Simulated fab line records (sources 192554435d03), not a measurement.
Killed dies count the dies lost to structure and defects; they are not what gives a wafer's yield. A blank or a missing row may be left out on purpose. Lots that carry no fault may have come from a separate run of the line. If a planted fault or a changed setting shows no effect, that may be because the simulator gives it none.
fab line records	flow n5Finfet
[record] lots = 11	wafers = 32	lastDay = 19
route steps=1938 shown ILD0@345 SDB@347 PASSIVATION@1936
lots untouched by any fault: they come from a run of this same line in which no faults occurred
startH: hours from the record's opening day to when the first of the lot's shown wafers began	waitH: how many hours have passed since the lot's step before this one	" same as the row above	L1.1+2: several wafers, shown together as one row	- no value, or no start given	* or withheld: withheld	< > ~ a bound
route shown NAME@n: names a module that has steps shown in the file, with the first one's number in the route	usual: the fault-free wafers' mean and standard deviation	same: alike in all rows	chamber/n: place in a boat	sites: readings site by site	_std_site: how widely they spread, as a standard deviation	_edge_site: inner sites' mean taken away from outer sites' mean	radiusMm: how far each site lies from the wafer's centre	mask NAME#n: copy n	behind: the most recent tool/chamber to have shaped the wafer	hold: why the lot was held/for how many hours/how that ended	device: which transistor (n, p or np) failed to switch	end of line: the route-end tests of the same wafers	for a step that has no rows: nothing shown but its recipe	killed: not the wafer's yield, but the dies lost to structure and defects at the first sort	map: dies across one wafer; x = killed, . = not, _ = none there
set.NAME: the setting that was run; set.NAME@STEP: the one run at that earlier step	model.NAME: the simulator's own value behind a step, which no gauge read
a sample of lots followed through the steps of the route, with each step as a table and each wafer as a row
services: from which hour (startH, from the record's first day; less than 0 if before it) a tool's chamber was out of use, for how many hours, and why
[[steps]]
[step N5_ILD0_THK_MEAS_13]
[usual] thkNm = 17.6/1
lot.wafer	tool	chamber	startH	waitH	thkNm
L708.1	filmMetro-02	-	73.03	-	18.5
L708.2	"	-	"	"	19.1
L708.5	"	-	"	"	18.7
L710.1	filmMetro-01	-	83.43	-	17.4
L710.2	"	-	"	"	16.2
L710.5	"	-	"	"	17.0
L711.1	filmMetro-02	-	92.37	-	17.3
L711.3	"	-	"	"	16.3
L711.6	"	-	"	"	17.4
L712.2	filmMetro-02	-	94.25	-	18.2
L712.3	"	-	"	"	16.7
L712.6	"	-	"	"	18.2
L718.2	filmMetro-01	-	130.44	-	18.0
L718.4	"	-	"	"	18.5
L718.5	"	-	"	"	18.0
L719.1	filmMetro-02	-	141.08	-	18.1
L719.2	"	-	"	"	18.8
L719.6	"	-	"	"	16.5
L724.2	filmMetro-01	-	166.76	-	18.7
L724.4	"	-	"	"	16.4
L725.1	filmMetro-01	-	176.18	-	16.6
L725.2	"	-	"	"	18.2
L725.6	"	-	"	"	16.5
L726.3	filmMetro-01	-	185.69	-	16.9
L726.5	"	-	"	"	16.2
L726.6	"	-	"	"	18.3
L728.2	filmMetro-02	-	199.40	-	18.3
L728.3	"	-	"	"	18.0
L728.6	"	-	"	"	17.7
L730.1	filmMetro-02	-	207.00	-	18.7
L730.3	"	-	"	"	17.6
L730.6	"	-	"	"	18.1
[step N5_SDB_HM_DEP_00]
[recipe] material = SiNx	targetThkA = 400	tempC = 400	precursor = SiH4/NH3/N2	pressureTorr = 1.5	rfW = 300	timeS = 35.3
[usual] chamberPressureTorr = 1.500/0.0033	heaterPowerW = 789/84	showerheadPlenumPTorr = 5.14/0.06	throttleValvePct = 39.8/2.6
lot.wafer	tool	chamber	startH	waitH	chamberPressureTorr	heaterPowerW	showerheadPlenumPTorr	throttleValvePct
L708.1	pecvd-01	1	73.09	0.0	1.504	726	5.22	38.1
L708.2	"	2	"	"	1.504	859	5.19	36.2
L708.5	"	1	"	"	1.499	718	5.21	37.9
L710.1	pecvd-04	0	83.49	0.0	1.501	908	5.08	45.2
L710.2	"	2	"	"	1.495	802	5.19	38.6
L710.5	"	1	"	"	1.507	684	5.08	42.4
L711.1	pecvd-02	2	92.44	0.0	1.500	670	5.19	38.4
L711.3	"	2	"	"	1.498	693	5.18	38.5
L711.6	"	2	"	"	1.498	687	5.19	38.7
L712.2	pecvd-04	2	94.31	0.0	1.496	837	5.20	38.8
L712.3	"	0	"	"	1.503	912	5.08	45.4
L712.6	"	1	"	"	1.500	703	5.08	42.3
L718.2	pecvd-04	0	130.50	0.0	1.501	897	5.09	44.8
L718.4	"	2	"	"	1.496	705	5.18	38.5
L718.5	"	0	"	"	1.500	926	5.09	45.1
L719.1	pecvd-01	1	141.15	0.0	1.501	739	5.22	38.1
L719.2	"	0	"	"	1.493	908	5.09	40.3
L719.6	"	0	"	"	1.493	946	5.08	40.3
L724.2	pecvd-02	1	166.82	0.0	1.504	868	5.17	42.2
L724.4	"	1	"	"	1.507	871	5.18	41.9
L725.1	pecvd-01	1	176.25	0.0	1.500	729	5.22	37.9
L725.2	"	2	"	"	1.502	853	5.16	36.3
L725.6	"	0	"	"	1.499	893	5.08	40.6
L726.3	pecvd-01	2	185.75	0.0	1.493	777	5.18	36.2
L726.5	"	2	"	"	1.500	780	5.17	36.4
L726.6	"	0	"	"	1.501	846	5.08	40.6
L728.2	pecvd-04	2	199.46	0.0	1.502	780	5.20	39.1
L728.3	"	1	"	"	1.500	643	5.07	42.1
L728.6	"	1	"	"	1.498	646	5.07	42.3
L730.1	pecvd-02	1	207.07	0.0	1.497	805	5.17	42.1
L730.3	"	0	"	"	1.497	785	5.05	38.4
L730.6	"	0	"	"	1.504	798	5.07	38.5
[step N5_SDB_DESCUM_16]
[recipe] chemistry = O2	timeS = 7.9	sourcePowerW = 50	biasPowerW = 20	pressureMtorr = 20	rfFrequencyHz = 2.712e+07	tempC = 40	resist = CAR-ArF	o2FlowSccm = 225
[usual] drypumpMotorCurrentA = 5.8/0.42	oesProductAu = 0.75/0.088	rfVppV = 243.3/1.4	showerheadPlenumPTorr = 2.11/0.07	throttleValvePct = 20.53/0.28
[same] timeS = 7.9
lot.wafer	tool	chamber	startH	waitH	drypumpMotorCurrentA	oesProductAu	rfHoursCounterH	rfVppV	showerheadPlenumPTorr	throttleValvePct
L708.1	rieDiel-03	1	74.18	0.6	6.1	0.70	233	243.8	2.07	20.23
L708.2	"	2	"	"	5.2	0.72	202	242.1	2.10	20.79
L708.5	"	2	"	"	5.2	0.73	-	242.2	2.10	20.81
L710.1	rieDiel-01	3	84.04	0.0	5.7	0.70	229	240.5	1.98	21.01
L710.2	"	0	"	"	5.1	0.84	62	245.1	2.21	20.37
L710.5	"	3	"	"	5.7	0.70	-	241.3	1.98	21.03
L711.1	rieDiel-03	1	92.96	0.0	6.1	0.69	241	243.1	2.07	20.26
L711.3	"	0	"	"	6.2	0.71	163	245.4	2.18	20.64
L711.6	"	1	"	"	6.1	0.69	-	244.6	2.07	20.25
L712.2	rieDiel-03	0	95.52	0.7	6.2	0.72	164	243.8	2.18	20.62
L712.3	"	1	"	"	6.1	0.70	243	242.5	2.07	20.25
L712.6	"	0	"	"	6.2	0.73	-	244.5	2.18	20.63
L718.2	rieDiel-01	3	131.11	0.1	5.6	0.69	249	241.1	1.97	21.05
L718.4	"	0	"	"	5.1	0.82	81	244.7	2.20	20.39
L718.5	"	0	"	"	5.2	0.82	-	244.0	2.20	20.39
L719.1	rieDiel-03	0	141.56	0.0	6.2	0.71	186	245.4	2.18	20.67
L719.2	"	1	"	"	6.1	0.68	264	243.2	2.06	20.28
L719.6	"	2	"	"	5.2	0.70	-	242.9	2.09	20.84
L724.2	rieDiel-03	1	167.36	0.0	6.1	0.67	279	241.9	2.06	20.30
L724.4	"	2	"	"	5.2	0.69	-	243.8	2.08	20.86
L725.1	rieDiel-05	3	176.78	0.0	6.1	0.73	201	241.1	2.00	20.47
L725.2	"	1	"	"	5.5	0.68	228	243.4	2.05	20.56
L725.6	"	1	"	"	5.5	0.68	-	244.0	2.05	20.56
L726.3	rieDiel-01	2	186.49	0.4	5.6	0.88	46	244.4	2.13	20.29
L726.5	"	2	"	"	5.6	0.88	-	243.6	2.13	20.29
L726.6	"	1	"	"	6.1	0.89	-	244.4	2.12	20.08
L728.2	rieDiel-01	1	200.00	0.0	6.1	0.88	46	243.0	2.12	20.10
L728.3	"	3	"	"	5.7	0.92	17	245.6	2.23	20.68
L728.6	"	1	"	"	6.1	0.88	-	242.6	2.12	20.10
L730.1	rieDiel-03	3	207.66	0.1	5.1	0.71	197	241.7	1.99	20.72
L730.3	"	0	"	"	6.2	0.69	215	244.6	2.17	20.72
L730.6	"	3	"	"	5.1	0.70	-	241.0	1.99	20.73
[step N5_SDB_HM_OPEN_20]
[recipe] chemistry = CH3F/O2	target = SiNx	maskMaterial = SOC	targetDepthA = 240	stopOn = poly-Si	overEtchFrac = 0.4	ionEnergyEv = 120	pressureMtorr = 30	sourceW = 395	biasW = 73	Ar_flow_sccm = 150	CH3F_flow_sccm = 30	O2_flow_sccm = 20
[usual] drypumpMotorCurrentA = 5.7/0.42	oes_ar_750_au = 0.74/0.081	oesProductAu = 0.62/0.067	rfVppV = 297/5.6	showerheadPlenumPTorr = 2.01/0.066	throttleValvePct = 16.43/0.27
lot.wafer	tool	chamber	startH	waitH	drypumpMotorCurrentA	oes_ar_750_au	oesProductAu	rfHoursCounterH	rfVppV	showerheadPlenumPTorr	throttleValvePct
L708.1	rieDiel-03	1	74.41	0.0	6.1	0.71	0.58	233	295	1.98	16.17
L708.2	"	2	"	"	5.2	0.71	0.59	202	296	2.00	16.65
L708.5	"	2	"	"	5.2	0.71	0.60	-	295	2.00	16.65
L710.1	rieDiel-01	3	84.26	0.0	5.6	0.70	0.57	229	288	1.90	16.95
L710.2	"	0	"	"	5.1	0.82	0.68	62	302	2.10	16.20
L710.5	"	3	"	"	5.7	0.70	0.58	-	288	1.90	16.96
L711.1	rieDiel-03	1	93.19	0.0	6.1	0.70	0.56	242	296	1.97	16.17
L711.3	"	0	"	"	6.2	0.72	0.61	163	301	2.08	16.52
L711.6	"	1	"	"	6.1	0.70	0.58	-	294	1.97	16.19
L712.2	rieDiel-03	0	95.75	0.0	6.2	0.72	0.59	164	300	2.08	16.50
L712.3	"	1	"	"	6.1	0.69	0.57	243	295	1.97	16.18
L712.6	"	0	"	"	6.1	0.72	0.61	-	301	2.08	16.51
L718.2	rieDiel-01	3	131.34	0.0	5.6	0.69	0.39	249	290	1.89	16.98
L718.4	"	0	"	"	5.1	0.80	0.67	81	303	2.10	16.23
L718.5	"	0	"	"	5.1	0.79	0.66	-	301	2.10	16.23
L719.1	rieDiel-03	0	141.79	0.0	6.2	0.70	0.60	186	303	2.07	16.55
L719.2	"	1	"	"	6.1	0.68	0.56	265	294	1.97	16.22
L719.6	"	2	"	"	5.2	0.69	0.58	-	296	1.99	16.69
L724.2	rieDiel-03	1	167.59	0.0	6.1	0.68	0.55	279	296	1.96	16.25
L724.4	"	2	"	"	5.2	0.69	0.56	-	294	1.98	16.72
L725.1	rieDiel-05	3	177.01	0.0	6.1	0.73	0.60	201	287	1.89	16.31
L725.2	"	1	"	"	5.5	0.68	0.57	228	289	1.96	16.53
L725.6	"	1	"	"	5.5	0.68	0.59	-	292	1.96	16.52
L726.3	rieDiel-01	2	186.72	0.0	5.5	0.86	0.72	46	303	2.03	16.11
L726.5	"	2	"	"	5.5	0.85	0.73	-	305	2.03	16.12
L726.6	"	1	"	"	6.1	0.89	0.74	-	305	2.04	16.10
L728.2	rieDiel-01	1	200.23	0.0	6.1	0.87	0.70	46	306	2.04	16.09
L728.3	"	3	"	"	5.7	0.91	0.73	17	293	2.14	16.54
L728.6	"	1	"	"	6.1	0.87	0.70	-	306	2.04	16.12
L730.1	rieDiel-03	3	207.89	0.0	5.2	0.71	0.57	197	299	1.90	16.61
L730.3	"	0	"	"	6.2	0.69	0.56	215	301	2.06	16.60
L730.6	"	3	"	"	5.1	0.71	0.59	-	297	1.90	16.63
[step N5_SDB_CMP_30]
[recipe] stopOn = poly-Si	tOverpolishS = 1.54	postCmpClean = alkalineBrush	downForcePsi = 4.1491	platenRpm = 51.796	padVelocityMS = 1.0306	targetThkNm = 30
[usual] motorCurrentA = 12.7/1.2
lot.wafer	tool	chamber	startH	waitH	motorCurrentA
L708.2	cmp-01	3	78.02	1.4	12.9
L708.1	"	0	"	"	13.1
L708.5	"	3	"	"	12.8
L710.1	cmp-02	3	87.64	1.5	14.0
L710.2	"	0	"	"	14.0
L710.5	"	1	"	"	12.0
L711.1	cmp-01	0	96.66	1.4	12.7
L711.3	"	1	"	"	12.5
L711.6	"	0	"	"	13.2
L712.3	cmp-01	3	99.49	1.4	13.3
L712.2	"	1	"	"	11.7
L712.6	"	3	"	"	13.2
L718.2	cmp-02	1	134.65	1.4	11.7
L718.4	"	0	"	"	12.8
L718.5	"	2	"	"	13.1
L719.2	cmp-02	3	145.72	1.5	14.5
L719.1	"	0	"	"	14.2
L719.6	"	2	"	"	12.9
L724.4	cmp-02	0	170.89	1.4	13.9
L724.2	"	3	"	"	14.1
L725.1	cmp-03	2	180.31	1.4	11.8
L725.2	"	3	"	"	14.5
L725.6	"	3	"	"	14.0
L726.3	cmp-02	1	191.30	1.5	12.1
L726.6	"	3	"	"	14.5
L726.5	"	0	"	"	13.8
L728.3	cmp-01	2	203.57	1.4	13.9
L728.2	"	3	"	"	13.0
L728.6	"	1	"	"	12.1
L730.1	cmp-01	1	211.30	1.4	12.3
L730.3	"	3	"	"	12.8
L730.6	"	0	"	"	13.2
[step N5_PASSIVATION_PROBE_49]
[usual] killed_at_M0_to_M3 = 33/9.9	killed_at_M4_up = 14/6.4	killedAtContacts = 12/7	killedAtFrontEnd = 41/13	killedAtOther = 3.1/2.9	killedDies = 103/20	killedOpen = 67/14	killedShort = 34/9.4
[same] grossDies = 1180	killedAtBackSide = 0
lot.wafer	tool	chamber	startH	waitH	killed_at_M0_to_M3	killed_at_M4_up	killedAtContacts	killedAtFrontEnd	killedAtOther	killedDies	killedOpen	killedShort
L708.1	prober-02	-	270.93	0.0	32	12	14	32	1	91	70	21
L708.2	prober-02	-	270.98	0.1	64	5	7	42	1	119	74	45
L708.5	prober-02	-	271.13	0.2	22	12	3	34	4	75	51	24
L710.1	prober-02	-	279.17	0.0	28	11	12	32	3	86	62	23
L710.2	prober-02	-	279.22	0.1	48	14	2	51	4	119	78	41
L710.5	prober-02	-	279.37	0.2	27	9	12	35	2	85	59	23
L719.1	prober-01	-	345.45	0.0	17	29	13	37	4	100	71	25
L719.2	prober-01	-	345.50	0.1	46	29	29	53	2	159	123	34
L719.6	prober-01	-	345.70	0.3	32	25	21	25	6	109	74	28
L725.1	prober-01	-	402.45	0.0	34	6	12	24	3	79	51	28
L725.2	prober-01	-	402.50	0.1	19	9	6	15	8	57	29	25
L725.6	prober-01	-	402.70	0.3	28	9	19	24	1	81	59	20
L726.3	prober-02	-	421.18	0.1	27	14	3	23	5	72	48	22
L726.5	prober-02	-	421.28	0.2	33	12	4	34	2	85	59	25
L726.6	prober-02	-	421.33	0.3	40	20	6	40	1	107	60	47
L730.1	prober-02	-	461.80	0.0	34	22	5	40	5	106	68	32
L730.3	prober-02	-	461.90	0.1	20	22	4	53	7	106	80	23
L730.6	prober-02	-	462.05	0.3	40	21	8	33	7	109	74	31
L728.2	prober-01	-	467.45	0.1	25	24	6	73	1	129	89	40
L728.3	prober-01	-	467.50	0.1	36	29	7	42	0	114	92	21
L728.6	prober-01	-	467.65	0.3	43	19	5	53	0	120	92	28
// killed by level:class
L708.1 BEOL_M0_SAQP:geometricParticle:open=12 MOL_CONTACT_COAG:geometricParticle:open=9 STI_FIN_REVEAL:geometricParticle:open=7 FIN_SAQP:geometricParticle:open=5 MOL_CONTACT_COAG:geometricParticle:short=5 BEOL_M2:geometricParticle:open=5 DUMMY_GATE:geometricParticle:open=4 GATE_CUT:geometricParticle:open=4
L708.2 BEOL_M3:geometricParticle:open=20 FIN_SAQP:geometricParticle:short=14 BEOL_M0_SAQP:geometricParticle:short=13 FIN_SAQP:geometricParticle:open=11 BEOL_M0_SAQP:geometricParticle:open=11 MOL_CONTACT_COAG:geometricParticle:open=6 BEOL_M2:geometricParticle:open=6 BEOL_M3:geometricParticle:short=6
L708.5 FIN_SAQP:geometricParticle:short=7 BEOL_M3:geometricParticle:open=7 FIN_SAQP:geometricParticle:open=6 STI_FIN_REVEAL:geometricParticle:open=6 DUMMY_GATE:geometricParticle:open=5 BEOL_M0_SAQP:geometricParticle:open=5 BEOL_M2:geometricParticle:open=5 BEOL_M0_SAQP:geometricParticle:short=3
L710.1 MOL_CONTACT_COAG:geometricParticle:open=11 GATE_CUT:geometricParticle:short=8 STI_FIN_REVEAL:geometricParticle:open=6 BEOL_M2:geometricParticle:open=6 GATE_CUT:geometricParticle:open=5 BEOL_M0_SAQP:geometricParticle:short=5 BEOL_M0_SAQP:geometricParticle:open=5 FIN_SAQP:geometricParticle:open=4
L710.2 STI_FIN_REVEAL:geometricParticle:open=23 BEOL_M0_SAQP:geometricParticle:open=15 BEOL_M0_SAQP:geometricParticle:short=11 STI_FIN_REVEAL:geometricParticle:short=7 BEOL_M1:geometricParticle:open=6 BEOL_M4:geometricParticle:open=6 GATE_CUT:geometricParticle:short=5 FIN_SAQP:geometricParticle:short=4
L710.5 STI_FIN_REVEAL:geometricParticle:open=17 MOL_CONTACT_COAG:geometricParticle:open=8 BEOL_M0_SAQP:geometricParticle:open=7 BEOL_M0_SAQP:geometricParticle:short=5 GATE_CUT:geometricParticle:short=4 MOL_CONTACT_COAG:geometricParticle:short=4 BEOL_M1:geometricParticle:open=4 FIN_SAQP:geometricParticle:open=3
L719.1 BEOL_M4:geometricParticle:open=12 DUMMY_GATE:geometricParticle:open=7 MOL_CONTACT_COAG:geometricParticle:open=7 FIN_SAQP:geometricParticle:open=6 MOL_CONTACT_COAG:geometricParticle:short=5 BEOL_M2:geometricParticle:open=5 BEOL_M7:geometricParticle:open=5 DUMMY_GATE:geometricParticle:short=4
L719.2 MOL_CONTACT_COAG:geometricParticle:open=24 BEOL_M4:geometricParticle:open=16 BEOL_M1:geometricParticle:open=16 FIN_SAQP:geometricParticle:open=12 BEOL_M3:geometricParticle:open=12 STI_FIN_REVEAL:geometricParticle:open=9 DUMMY_GATE:geometricParticle:open=7 MOL_CONTACT_COAG:geometricParticle:short=5
L719.6 MOL_CONTACT_COAG:geometricParticle:open=17 BEOL_M4:geometricParticle:open=10 BEOL_M3:geometricParticle:open=9 BEOL_M2:geometricParticle:open=7 FIN_SAQP:geometricParticle:short=5 FIN_SAQP:geometricParticle:open=5 BEOL_M3:geometricParticle:short=5 DUMMY_GATE:geometricParticle:open=4
L725.1 MOL_CONTACT_COAG:geometricParticle:open=9 GATE_CUT:geometricParticle:short=6 BEOL_M0_SAQP:geometricParticle:open=6 BEOL_M3:geometricParticle:open=6 BEOL_M0_SAQP:geometricParticle:short=5 DUMMY_GATE:geometricParticle:open=4 GATE_CUT:geometricParticle:open=4 BEOL_M0:geometricParticle:open=4
L725.2 MIM_TOP_ETCH:geometricParticle:short=6 FIN_SAQP:geometricParticle:short=5 MOL_CONTACT_COAG:geometricParticle:open=5 BEOL_M0_SAQP:geometricParticle:short=5 BEOL_M2:geometricParticle:open=4 FIN_SAQP:geometricParticle:open=3 BEOL_M3:geometricParticle:open=3 FIN_CUT:geometricParticle:open=2
L725.6 MOL_CONTACT_COAG:geometricParticle:open=17 BEOL_M3:geometricParticle:open=7 BEOL_M0_SAQP:geometricParticle:short=5 DUMMY_GATE:geometricParticle:open=4 GATE_CUT:geometricParticle:short=4 BEOL_M0_SAQP:geometricParticle:open=4 BEOL_M2:geometricParticle:open=4 BEOL_M0:geometricParticle:open=3
L726.3 BEOL_M3:geometricParticle:open=9 BEOL_M4:geometricParticle:open=7 FIN_SAQP:geometricParticle:short=6 BEOL_M2:geometricParticle:open=5 DUMMY_GATE:geometricParticle:open=4 BEOL_M0:geometricParticle:open=4 BEOL_M1:geometricParticle:open=4 MOL_CONTACT_COAG:geometricParticle:open=3
L726.5 BEOL_M3:geometricParticle:open=11 FIN_SAQP:geometricParticle:open=10 BEOL_M2:geometricParticle:open=7 FIN_SAQP:geometricParticle:short=6 DUMMY_GATE:geometricParticle:open=5 BEOL_M5:geometricParticle:open=5 MOL_CONTACT_COAG:geometricParticle:open=4 BEOL_M1:geometricParticle:open=4
L726.6 GATE_CUT:geometricParticle:short=13 BEOL_M0_SAQP:geometricParticle:short=8 BEOL_M2:geometricParticle:open=8 BEOL_M4:geometricParticle:open=7 BEOL_M3:geometricParticle:open=7 BEOL_M1:geometricParticle:open=6 BEOL_M3:geometricParticle:short=6 FIN_SAQP:geometricParticle:open=5
L730.1 BEOL_M3:geometricParticle:open=11 BEOL_M4:geometricParticle:open=11 STI_FIN_REVEAL:geometricParticle:open=8 BEOL_M0_SAQP:geometricParticle:short=7 BEOL_M0_SAQP:geometricParticle:open=7 FIN_SAQP:geometricParticle:short=5 HKMG_FIN:areaEtch=5 FIN_SAQP:geometricParticle:open=4
L730.3 FIN_SAQP:geometricParticle:open=24 STI_FIN_REVEAL:geometricParticle:open=12 BEOL_M4:geometricParticle:open=7 FIN_SAQP:geometricParticle:short=6 BEOL_M0_SAQP:geometricParticle:open=6 BEOL_M2:geometricParticle:open=6 GATE_CUT:geometricParticle:short=4 MOL_CONTACT_COAG:geometricParticle:open=4
L730.6 BEOL_M0_SAQP:geometricParticle:open=16 STI_FIN_REVEAL:geometricParticle:open=10 BEOL_M4:geometricParticle:open=9 FIN_SAQP:geometricParticle:open=6 BEOL_M1:geometricParticle:open=6 MOL_CONTACT_COAG:geometricParticle:open=6 BEOL_M2:geometricParticle:open=5 BEOL_M3:geometricParticle:open=5
L728.2 STI_FIN_REVEAL:geometricParticle:open=42 BEOL_M4:geometricParticle:open=12 STI_FIN_REVEAL:geometricParticle:short=7 GATE_CUT:geometricParticle:short=7 MOL_CONTACT_COAG:geometricParticle:open=6 BEOL_M1:geometricParticle:open=6 BEOL_M4:geometricParticle:short=6 BEOL_M5:geometricParticle:open=6
L728.3 STI_FIN_REVEAL:geometricParticle:open=24 BEOL_M3:geometricParticle:open=10 BEOL_M4:geometricParticle:open=10 BEOL_M5:geometricParticle:open=9 BEOL_M1:geometricParticle:open=7 MOL_CONTACT_COAG:geometricParticle:open=5 BEOL_M3:geometricParticle:short=5 BEOL_M6:geometricParticle:open=5
L728.6 STI_FIN_REVEAL:geometricParticle:open=31 BEOL_M0_SAQP:geometricParticle:open=14 BEOL_M4:geometricParticle:open=11 BEOL_M3:geometricParticle:open=10 BEOL_M0_SAQP:geometricParticle:short=8 STI_FIN_REVEAL:geometricParticle:short=4 BEOL_M3:geometricParticle:short=4 BEOL_M5:geometricParticle:open=4
[[services]]
tool	chamber	startH	hours	kind
pecvd-04	-	52.20	5.5	pm
cmp-02	-	52.52	0.4	repair
pecvd-02	0	53.89	40.7	repair
rieDiel-01	1	59.08	2.7	repair
rieDiel-03	3	60.64	132.0	repair
cmp-01	-	62.56	5.0	pm
pecvd-02	1	65.58	11.0	repair
cmp-02	-	73.72	6.8	pm
rieDiel-01	2	79.65	27.8	repair
cmp-03	-	82.32	1.6	repair
pecvd-01	0	98.28	16.8	repair
pecvd-01	-	114.40	2.8	pm
pecvd-04	-	131.73	0.5	repair
pecvd-01	-	151.85	14.6	pm
cmp-02	-	154.34	1.1	repair
cmp-02	-	163.53	4.0	pm
pecvd-04	0	165.96	12.2	repair
cmp-03	-	167.46	0.8	repair
rieDiel-05	0	175.21	1.2	repair
cmp-01	-	176.83	2.5	repair
cmp-01	-	191.02	2.7	repair
rieDiel-03	1	192.64	-	clean
rieDiel-03	1	192.64	-	consumableReplace:focusRing
rieDiel-03	1	192.64	15.9	scheduledDown
[[key]]
[firstSign] step = N5_SDB_HM_OPEN_20	reading = oesProductAu	direction = down	sigmas = 3.4	usual = 0.62	struck = 0.39
effect none on later readings
metAt N5_SDB_HM_DEP_00
struckLots L718
struckWafers L718.2
testerLeftOut L718
notActingAt N5_ILD0_THK_MEAS_13,N5_SDB_DESCUM_16,N5_SDB_CMP_30
onsetBetween 94.31 130.50
[fault] kind = processParameterDrift	tool = pecvd-04	chamber = -	onsetH = 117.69	steps = N5_SDB_HM_DEP_00	channel = timeS	offset = *	shape = step	endH = 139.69	scope = struckWafersOnly	actsIn = *	stated = *
// testerLeftOut: of these lots the tester's yield and bins aren't shown, on N5 and GAA mostly nor the transistor test; their killed dies are dies lost to structure and defects alone, not to doping, threshold or leakage, so they don't give the yield
